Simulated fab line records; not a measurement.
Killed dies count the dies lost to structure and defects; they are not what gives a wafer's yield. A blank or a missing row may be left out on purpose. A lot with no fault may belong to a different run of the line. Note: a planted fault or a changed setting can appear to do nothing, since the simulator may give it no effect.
fab line records ; flow n5Finfet
record: lots: 11; wafers: 31; lastDay: 17
route steps=1938 shown BEOL_M7@1309 PASSIVATION@1936
lots with no fault: from the same line, run without faults
startH: hours from the record's first day to the start of the lot's first wafer shown ; waitH: hours from the lot's prior step to this one ; " the same as in the row above ; L1.1+2: one row covering several wafers at once ; - either no value or no given start ; * or withheld: withheld ; < > ~ a bound
route shown NAME@n: NAME is a module with steps in the file, n the number in the route of the first one ; usual: mean/standard deviation taken from wafers without a fault ; same: alike in all rows ; chamber/n: place in a boat ; sites: per-site readings ; _std_site: their standard deviation ; _edge_site: mean of outer sites minus mean of inner sites ; radiusMm: how far each site lies from the wafer's centre ; mask NAME#n: copy n ; behind: tool/chamber where the wafer was last shaped ; hold: cause of the lot's hold/its duration in hours/its outcome ; device: transistor that didn't switch, given as n, p or np ; end of line: tests run on the same wafers once the route is complete ; a step with no rows: only its recipe ; killed: at the first sort, the dies lost to defects and structure; wafer yield is something else ; map: a wafer's dies, marking killed ones x, the rest . and places with no die _
set.NAME: the setting the step ran with; set.NAME@STEP: the setting that earlier step ran with ; model.NAME: the simulator's own value behind a step, which no gauge read
a sample of lots followed through the steps of the route, with each step as a table and each wafer as a row
services: the hour from which a tool's chamber was out of use, counted from the record's first day as startH (under 0 if before that day), plus the number of hours and why
== steps ==
step: N5_BEOL_M7_ETCH_41
recipe: chemistry: CH3F/O2; target: SiCN; targetDepthA: 319; taperDeg: 2; timeS: 57.8; ionEnergyEv: 120; maskMaterial: TiN; pressureMtorr: 30; sourceW: 395; biasW: 75; Ar_flow_sccm: 150; CH3F_flow_sccm: 30; O2_flow_sccm: 20
usual: drypumpMotorCurrentA: 5.8/0.42; mfcArSccm: 150.0/0.42; oesProductAu: 0.79/0.086; rfVppV: 296.8/1.3; showerheadPlenumPTorr: 1.97/0.046; throttleValvePct: 16.36/0.24
lot.wafer;tool;chamber;startH;waitH;drypumpMotorCurrentA;mfcArSccm;oesProductAu;rfHoursCounterH;rfVppV;showerheadPlenumPTorr;throttleValvePct
L727.1;rieDiel-01;2;-;-;5.9;150.8;0.76;169;296.5;2.00;16.41
L727.3;rieDiel-01;3;-;-;6.2;150.3;0.76;159;295.0;1.93;16.31
L727.6;rieDiel-01;0;-;-;6.3;149.9;0.93;-;296.8;1.96;15.89
L728.1;rieDiel-01;2;-;-;5.9;150.5;0.75;172;298.3;2.00;16.42
L728.3;rieDiel-01;0;-;-;6.4;149.9;0.94;16;295.7;1.96;15.92
L728.4;rieDiel-01;1;-;-;5.4;150.2;0.74;182;295.6;1.92;16.27
L734.3;rieDiel-02;2;-;-;6.0;150.1;0.70;188;298.4;2.05;16.55
L734.4;rieDiel-02;1;-;-;5.8;150.5;0.98;-;297.6;1.96;16.44
L734.5;rieDiel-02;2;-;-;6.0;149.9;0.70;-;300.0;2.05;16.57
L730.2;rieDiel-02;3;-;-;6.3;150.1;0.82;99;297.1;2.01;16.38
L730.5;rieDiel-02;3;-;-;6.3;150.2;0.81;-;297.9;2.01;16.36
L730.6;rieDiel-02;2;-;-;6.0;150.3;0.70;-;297.6;2.05;16.58
L737.1;rieDiel-06;0;-;-;5.6;149.9;0.90;22;296.5;1.97;16.39
L737.2;rieDiel-06;3;-;-;5.2;149.4;0.71;230;298.0;2.07;16.69
L737.3;rieDiel-06;1;-;-;5.5;150.0;0.72;189;297.4;1.97;15.93
L739.1;rieDiel-02;1;-;-;5.8;149.5;0.94;17;296.4;1.95;16.42
L739.2;rieDiel-02;3;-;-;6.3;150.0;0.80;107;296.9;2.01;16.38
L739.4;rieDiel-02;2;-;-;6.0;150.0;0.69;198;297.9;2.05;16.58
L740.2;rieDiel-02;0;-;-;5.0;149.9;0.83;77;296.9;1.94;16.25
L740.4;rieDiel-02;1;-;-;5.8;149.8;0.94;-;295.9;1.95;16.46
L740.6;rieDiel-02;0;-;-;5.0;150.3;0.83;-;296.1;1.94;16.24
L743.2;rieDiel-06;0;-;-;5.6;150.3;0.88;28;296.9;1.97;16.42
L743.4;rieDiel-06;1;-;-;5.5;150.6;0.71;195;297.0;1.97;15.95
L743.5;rieDiel-06;2;-;-;6.2;150.4;0.69;-;297.5;1.99;16.82
L744.1;rieDiel-02;1;-;-;5.8;150.1;0.91;32;296.5;1.95;16.47
L744.4;rieDiel-02;1;-;-;5.8;150.1;0.90;-;296.1;1.95;16.47
L745.1;rieDiel-01;2;-;-;5.8;149.8;0.74;205;297.2;1.99;16.47
L745.5;rieDiel-01;1;-;-;5.5;150.7;0.71;-;294.9;1.90;16.34
L746.3;rieDiel-02;3;-;-;6.3;150.2;0.78;121;296.6;2.01;16.41
L746.4;rieDiel-02;1;-;-;5.8;150.0;0.90;37;295.0;1.95;16.47
L746.5;rieDiel-02;2;-;-;6.0;150.2;0.68;-;297.8;2.04;16.64
step: N5_BEOL_M7_CURE_75
recipe: tempC: 370; timeS: 120; ambient: DMADMS/He; material: SiCOH_lowk
usual: lampPowerPct: 52.32/0.059; wafer_temp_C_max: 371.6/0.46
lot.wafer;tool;chamber;startH;waitH;lampPowerPct;wafer_temp_C_max
L727.1;uvCure-01;2;212.76;0.0;52.28;372.4
L727.3;uvCure-01;2;212.76;0.0;52.35;372.1
L727.6;uvCure-01;2;212.76;0.0;52.40;372.5
L728.1;uvCure-02;2;222.56;0.4;52.32;371.6
L728.3;uvCure-02;2;222.56;0.4;52.21;372.1
L728.4;uvCure-02;2;222.56;0.4;52.30;372.6
L734.3;uvCure-03;0;249.41;0.1;52.27;372.3
L734.4;uvCure-03;0;249.41;0.1;52.33;371.4
L734.5;uvCure-03;0;249.41;0.1;52.34;371.5
L730.2;uvCure-02;0;257.84;0.1;52.36;370.9
L730.5;uvCure-02;0;257.84;0.1;52.27;371.2
L730.6;uvCure-02;0;257.84;0.1;52.40;371.7
L737.1;uvCure-02;1;268.40;0.1;52.27;371.4
L737.2;uvCure-02;1;268.40;0.1;52.35;370.9
L737.3;uvCure-02;1;268.40;0.1;52.41;371.1
L739.1;uvCure-02;0;283.29;0.3;52.28;370.8
L739.2;uvCure-02;0;283.29;0.3;52.36;371.5
L739.4;uvCure-02;0;283.29;0.3;52.26;371.1
L740.2;uvCure-02;0;287.05;0.1;52.36;371.8
L740.4;uvCure-02;0;287.05;0.1;52.34;371.6
L740.6;uvCure-02;0;287.05;0.1;52.40;372.3
L743.2;uvCure-03;0;308.13;0.1;52.25;372.0
L743.4;uvCure-03;0;308.13;0.1;52.29;371.4
L743.5;uvCure-03;0;308.13;0.1;52.31;371.3
L744.1;uvCure-01;0;317.95;0.0;52.29;371.9
L744.4;uvCure-01;0;317.95;0.0;52.32;371.6
L745.1;uvCure-02;0;321.15;0.0;52.31;371.2
L745.5;uvCure-02;0;321.15;0.0;52.29;371.6
L746.3;uvCure-02;0;330.99;0.1;52.31;371.0
L746.4;uvCure-02;0;330.99;0.1;52.30;371.8
L746.5;uvCure-02;0;330.99;0.1;52.33;370.9
step: N5_BEOL_M7_ALD_77
recipe: material: TaN; targetThkA: 20; tempC: 275; aldPrecursorFamily: PDMAT; aldCoReactant: NH3; pressureTorr: 3; carrierFlowSccm: 1500; pulseTimeS: 2; purgeTimeS: 3; coReactantPurgeTimeS: 2; coReactantPulseTimeS: 3; aldCycles: 40; precursorVesselTempC: 75; precursorVesselPressureTorr: 26.25; precursorVesselCarrierSccm: 1000
usual: heaterPowerW: 420/36
lot.wafer;tool;chamber;startH;waitH;heaterPowerW;sinceWetCleanH
L727.1;aldMetal-01;3;213.28;0.1;444;2953
L727.3;aldMetal-01;0;213.28;0.1;432;2953
L727.6;aldMetal-01;2;213.28;0.1;404;-
L728.1;aldMetal-04;3;223.33;0.0;366;1425
L728.3;aldMetal-04;2;223.33;0.0;488;1425
L728.4;aldMetal-04;1;223.33;0.0;450;1425
L734.3;aldMetal-04;1;250.03;0.0;442;1451
L734.4;aldMetal-04;0;250.03;0.0;423;1451
L734.5;aldMetal-04;2;250.03;0.0;500;-
L730.2;aldMetal-02;2;258.38;0.0;370;6075
L730.5;aldMetal-02;1;258.38;0.0;373;-
L730.6;aldMetal-02;2;258.38;0.0;376;-
L737.1;aldMetal-04;1;269.20;0.1;431;1471
L737.2;aldMetal-04;2;269.20;0.1;494;1471
L737.3;aldMetal-04;3;269.20;0.1;368;1471
L739.1;aldMetal-01;0;283.72;0.0;416;3024
L739.2;aldMetal-01;1;283.72;0.0;359;3024
L739.4;aldMetal-01;2;283.72;0.0;407;3024
L740.2;aldMetal-01;0;287.61;0.1;424;3027
L740.4;aldMetal-01;1;287.61;0.1;362;3027
L740.6;aldMetal-01;0;287.61;0.1;430;-
L743.2;aldMetal-01;0;309.82;0.0;428;3050
L743.4;aldMetal-01;2;309.82;0.0;418;3050
L743.5;aldMetal-01;3;309.82;0.0;438;-
L744.1;aldMetal-04;0;318.56;0.1;410;1520
L744.4;aldMetal-04;1;318.56;0.1;433;1520
L745.1;aldMetal-01;3;322.10;0.1;445;3062
L745.5;aldMetal-01;1;322.10;0.1;375;-
L746.3;aldMetal-01;2;331.42;0.0;404;3071
L746.4;aldMetal-01;3;331.42;0.0;430;-
L746.5;aldMetal-01;0;331.42;0.0;432;-
step: N5_BEOL_M7_ECD_50
recipe: material: Cu; targetThkA: 3000
lot.wafer;tool;chamber;startH;waitH
L727.1+3+6;ecdCu-02;0;215.65;0.1
L728.1+3+4;ecdCu-01;1,0,1;224.12;0.2
L734.3+4+5;ecdCu-02;1,0,1;250.71;0.1
L730.2+5+6;ecdCu-01;0,1,0;259.08;0.1
L737.1+2+3;ecdCu-02;0,1,0;271.56;0.1
L739.1+2+4;ecdCu-02;1,0,1;284.35;0.1
L740.2+4+6;ecdCu-02;1;290.33;0.1
L743.2+4+5;ecdCu-01;1,0,1;310.54;0.1
L744.1+4;ecdCu-01;1;319.50;0.1
L745.1+5;ecdCu-01;1;322.80;0.1
L746.3+4+5;ecdCu-02;0,1,0;332.27;0.1
step: N5_BEOL_M7_CMP_52
recipe: stopOn: SiCOH_lowk; tOverpolishS: 6.9; downForcePsi: 1; platenRpm: 50; clearingPlatenDownForcePsi: 1.5; clearingPlatenRpm: 50; postCmpClean: cuAlkaline; targetThkNm: 80; clearingPlatenPadVelocityMS: 0.99484; padVelocityMS: 0.99484
usual: motorCurrentA: 6.1/0.53; platenRpm: 49.998/0.03; retainingRingPressureFrac: 1.000/0.0052; timeToEndpointS: 61/3.2
lot.wafer;tool;chamber;startH;waitH;motorCurrentA;platenRpm;retainingRingPressureFrac;timeToEndpointS
L727.1;cmp-01;3;216.08;0.3;6.3;49.996;1.001;61
L727.3;cmp-01;1;216.08;0.3;5.5;50.009;1.000;58
L727.6;cmp-01;3;216.08;0.3;6.3;50.022;1.007;59
L728.4;cmp-02;0;224.71;0.1;5.6;49.976;1.005;61
L728.1;cmp-02;1;224.71;0.1;6.5;50.072;1.002;66
L728.3;cmp-02;2;224.71;0.1;6.5;49.941;1.002;60
L734.3;cmp-04;3;251.89;0.2;6.7;49.996;1.006;66
L734.4;cmp-04;0;251.89;0.2;6.0;50.048;0.998;62
L734.5;cmp-04;3;251.89;0.2;6.7;49.974;1.008;67
L730.2;cmp-02;3;259.82;0.3;5.5;50.027;0.997;62
L730.6;cmp-02;0;259.82;0.3;5.6;50.036;0.999;59
L730.5;cmp-02;1;259.82;0.3;6.5;50.030;0.997;62
L737.2;cmp-01;1;272.14;0.2;5.5;50.022;1.000;62
L737.1;cmp-01;3;272.14;0.2;6.6;50.042;0.993;62
L737.3;cmp-01;0;272.14;0.2;6.6;49.983;0.999;64
L739.2;cmp-01;3;285.09;0.2;6.4;50.011;0.998;59
L739.1;cmp-01;0;285.09;0.2;6.3;50.002;1.009;56
L739.4;cmp-01;1;285.09;0.2;5.4;49.997;0.998;62
L740.2;cmp-01;2;290.91;0.2;6.6;49.985;0.999;58
L740.4;cmp-01;0;290.91;0.2;6.2;50.001;1.002;57
L740.6;cmp-01;2;290.91;0.2;6.5;50.041;1.005;58
L743.4;cmp-04;2;310.93;0.1;5.2;49.968;0.999;31
L743.2;cmp-04;0;310.93;0.1;6.0;49.981;1.000;61
L743.5;cmp-04;2;310.93;0.1;5.2;49.953;1.001;33
L744.1;cmp-04;0;320.02;0.3;6.0;50.028;0.997;63
L744.4;cmp-04;2;320.02;0.3;5.2;49.997;0.997;33
L745.1;cmp-04;1;323.49;0.6;5.9;50.001;0.992;60
L745.5;cmp-04;3;323.49;0.6;7.1;49.983;0.988;39
L746.4;cmp-02;3;332.84;0.1;6.0;49.968;0.998;61
L746.3;cmp-02;0;332.84;0.1;5.7;49.995;0.995;58
L746.5;cmp-02;3;332.84;0.1;5.6;50.023;1.001;58
step: N5_PASSIVATION_PROBE_49
usual: defectLimitedYield: 91.2/1.5; killed_at_M0_to_M3: 34/11; killed_at_M4_up: 14/5.4; killedAtContacts: 12/5.9; killedAtFrontEnd: 40/12; killedAtOther: 4/3.3; killedDies: 103/18; killedOpen: 68/13; killedShort: 34/7.5; sort_bin_5_function: 5.1/1; sort_bin_6_memory: 3.3/0.7; sort_bin_8_speed: 0.03/0.27; sortNPass: 1076/18; sortYieldPct: 91.2/1.5
same: grossDies: 1180; killedAtBackSide: 0; sort_bin_4_leakage[%]: 0
lot.wafer;tool;chamber;startH;waitH;defectLimitedYield[%];killed_at_M0_to_M3;killed_at_M4_up;killedAtContacts;killedAtFrontEnd;killedAtOther;killedDies;killedOpen;killedShort;sort_bin_5_function[%];sort_bin_6_memory[%];sort_bin_8_speed[%];sortNPass;sortYieldPct[%]
L728.1;prober-02;-;303.98;0.0;92.5;21;11;17;34;6;89;63;26;4.4;3.0;0;1091;92.5
L728.3;prober-02;-;304.08;0.1;92.6;28;7;15;32;5;87;55;31;3.8;3.2;0;1093;92.6
L728.4;prober-02;-;304.13;0.2;91.8;15;11;14;53;4;97;59;37;4.7;3.1;0;1083;91.8
L734.3;prober-02;-;328.37;0.1;93.4;20;13;11;30;4;78;49;29;3.2;3.1;0;1102;93.4
L734.4;prober-02;-;328.42;0.2;91.7;31;10;21;32;4;98;67;30;5.8;2.4;0;1082;91.7
L734.5;prober-02;-;328.47;0.2;93.0;25;8;18;30;2;83;53;30;4.2;2.6;0;1097;93.0
L744.1;prober-01;-;396.22;0.6;89.7;37;28;14;33;10;122;81;38;6.0;3.8;0;1058;89.7
L744.4;prober-01;-;396.37;0.7;90.5;31;16;12;44;9;112;74;33;5.7;3.6;0.34;1064;90.2
L745.1;prober-01;-;398.38;2.1;90.9;39;13;6;47;2;107;57;50;5.3;3.3;0;1073;90.9
L745.5;prober-01;-;398.58;2.3;93.3;26;5;9;35;4;79;43;36;4.2;2.4;0;1101;93.3
L746.3;prober-01;-;414.84;0.1;91.8;24;21;10;34;8;97;65;32;4.2;3.4;0;1083;91.8
L746.4;prober-01;-;414.89;0.2;92.6;30;15;6;33;3;87;54;33;4.5;2.8;0;1093;92.6
L746.5;prober-01;-;414.94;0.2;94.2;16;18;10;20;4;68;44;23;3.2;2.3;0;1112;94.2
killed by level:class
L728.1 MOL_CONTACT_COAG:geometricParticle:open=13 STI_FIN_REVEAL:geometricParticle:open=10 BEOL_M4:geometricParticle:open=7 DUMMY_GATE:geometricParticle:open=5 BEOL_M0_SAQP:geometricParticle:short=5 BEOL_M2:geometricParticle:open=5 ILD0:geometricParticle:open=4 MOL_CONTACT_COAG:geometricParticle:short=4
L728.3 MOL_CONTACT_COAG:geometricParticle:open=14 STI_FIN_REVEAL:geometricParticle:open=9 BEOL_M1:geometricParticle:open=7 DUMMY_GATE:geometricParticle:open=6 BEOL_M0_SAQP:geometricParticle:short=6 GATE_CUT:geometricParticle:short=5 BEOL_M0_SAQP:geometricParticle:open=4 BEOL_M4:geometricParticle:open=4
L728.4 STI_FIN_REVEAL:geometricParticle:open=14 MOL_CONTACT_COAG:geometricParticle:open=11 FIN_SAQP:geometricParticle:short=9 BEOL_M4:geometricParticle:open=8 STARTING-WAFER:geometricParticle:open=7 GATE_CUT:geometricParticle:short=6 STI_FIN_REVEAL:geometricParticle:short=4 STARTING-WAFER:geometricParticle:short=4
L734.3 DUMMY_GATE:geometricParticle:open=11 BEOL_M0_SAQP:geometricParticle:short=8 MOL_CONTACT_COAG:geometricParticle:open=7 FIN_SAQP:geometricParticle:open=6 BEOL_M4:geometricParticle:open=5 STARTING-WAFER:geometricParticle:short=5 MOL_CONTACT_COAG:geometricParticle:short=4 BEOL_M8:geometricParticle:open=4
L734.4 MOL_CONTACT_COAG:geometricParticle:open=21 BEOL_M0_SAQP:geometricParticle:open=11 BEOL_M0_SAQP:geometricParticle:short=10 FIN_SAQP:geometricParticle:open=6 DUMMY_GATE:geometricParticle:open=5 FIN_SAQP:geometricParticle:short=4 BEOL_M4:geometricParticle:open=4 STARTING-WAFER:geometricParticle:open=4
L734.5 MOL_CONTACT_COAG:geometricParticle:open=12 DUMMY_GATE:geometricParticle:open=7 BEOL_M2:geometricParticle:open=7 GATE_CUT:geometricParticle:short=6 MOL_CONTACT_COAG:geometricParticle:short=6 BEOL_M0_SAQP:geometricParticle:open=5 STARTING-WAFER:geometricParticle:open=4 BEOL_M0_SAQP:geometricParticle:short=4
L744.1 BEOL_M2:geometricParticle:open=16 BEOL_M4:geometricParticle:open=13 MOL_CONTACT_COAG:geometricParticle:open=11 FIN_SAQP:geometricParticle:open=9 FIN_SAQP:geometricParticle:short=8 BEOL_M4:geometricParticle:short=7 BEOL_M1:geometricParticle:open=6 MIM_TOP:geometricParticle:open=5
L744.4 FIN_SAQP:geometricParticle:short=9 STI_FIN_REVEAL:geometricParticle:open=9 FIN_SAQP:geometricParticle:open=7 DUMMY_GATE:geometricParticle:open=7 BEOL_M1:geometricParticle:open=7 BEOL_M3:geometricParticle:open=7 BEOL_M4:geometricParticle:open=7 MOL_CONTACT_COAG:geometricParticle:open=6
L745.1 BEOL_M0_SAQP:geometricParticle:short=16 FIN_SAQP:geometricParticle:short=14 FIN_SAQP:geometricParticle:open=12 BEOL_M0_SAQP:geometricParticle:open=8 MOL_CONTACT_COAG:geometricParticle:open=6 BEOL_M1:geometricParticle:open=6 DUMMY_GATE:geometricParticle:open=5 BEOL_M4:geometricParticle:open=5
L745.5 FIN_SAQP:geometricParticle:short=10 BEOL_M3:geometricParticle:open=8 MOL_CONTACT_COAG:geometricParticle:open=6 STI_FIN_REVEAL:geometricParticle:open=5 BEOL_M0_SAQP:geometricParticle:open=4 BEOL_M3:geometricParticle:short=4 STI_FIN_REVEAL:geometricParticle:short=3 DUMMY_GATE:geometricParticle:short=3
L746.3 MOL_CONTACT_COAG:geometricParticle:open=10 BEOL_M1:geometricParticle:open=8 STI_FIN_REVEAL:geometricParticle:open=7 BEOL_M0_SAQP:geometricParticle:open=7 BEOL_M4:geometricParticle:open=5 PASS1_CAP:geometricParticle:open=5 DUMMY_GATE:geometricParticle:open=4 DUMMY_GATE:geometricParticle:short=4
L746.4 BEOL_M1:geometricParticle:open=9 BEOL_M0_SAQP:geometricParticle:open=8 BEOL_M0_SAQP:geometricParticle:short=8 FIN_SAQP:geometricParticle:short=7 MOL_CONTACT_COAG:geometricParticle:open=6 FIN_SAQP:geometricParticle:open=5 STARTING-WAFER:geometricParticle:short=5 BEOL_M7:geometricParticle:open=4
L746.5 MOL_CONTACT_COAG:geometricParticle:open=8 BEOL_M0_SAQP:geometricParticle:short=6 DUMMY_GATE:geometricParticle:open=5 BEOL_M4:geometricParticle:open=5 GATE_CUT:geometricParticle:open=3 BEOL_M0:geometricParticle:open=3 BEOL_M2:geometricParticle:open=3 BEOL_M5:geometricParticle:open=3
== services ==
tool;chamber;startH;hours;kind
ecdCu-01;-;198.30;5.6;pm
aldMetal-04;0;198.55;8.2;repair
uvCure-03;-;202.53;7.5;pm
cmp-01;-;211.09;4.0;pm
ecdCu-02;-;217.27;0.6;repair
cmp-04;-;225.29;3.4;repair
cmp-01;-;226.01;2.9;repair
cmp-02;-;231.09;0.3;repair
cmp-04;-;234.57;4.0;pm
rieDiel-02;0;242.88;8.6;repair
cmp-02;-;273.42;0.5;repair
aldMetal-01;-;279.44;2.8;pm
cmp-02;-;282.81;0.9;repair
cmp-01;-;290.34;0.3;repair
cmp-01;-;292.85;6.4;repair
cmp-02;-;293.63;5.2;pm
ecdCu-01;-;298.37;0.9;repair
uvCure-02;-;299.06;0.4;repair
ecdCu-02;-;302.70;0.9;repair
rieDiel-02;3;315.13;4.7;repair
uvCure-02;-;321.91;0.7;repair
cmp-02;-;322.06;4.0;pm
cmp-01;-;324.75;1.1;repair
aldMetal-01;1;327.66;11.6;repair
== key ==
firstSign: step: N5_BEOL_M7_CMP_52; reading: timeToEndpointS; direction: down; sigmas: 8.6; usual: *; struck: *
effect none on later readings
metAt N5_BEOL_M7_ECD_50
struckLots L743,L744,L745
struckWafers L743.4,L743.5,L744.4,L745.5
notActingAt N5_BEOL_M7_ETCH_41,N5_BEOL_M7_CURE_75,N5_BEOL_M7_ALD_77
onsetBetween 259.08 310.54
fault: kind: processParameterDrift; tool: ecdCu-01; chamber: -; onsetH: 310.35; steps: N5_BEOL_M7_ECD_50; channel: targetThkA; offset: *; shape: step; endH: 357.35; scope: struckWafersOnly; actsIn: *; stated: *
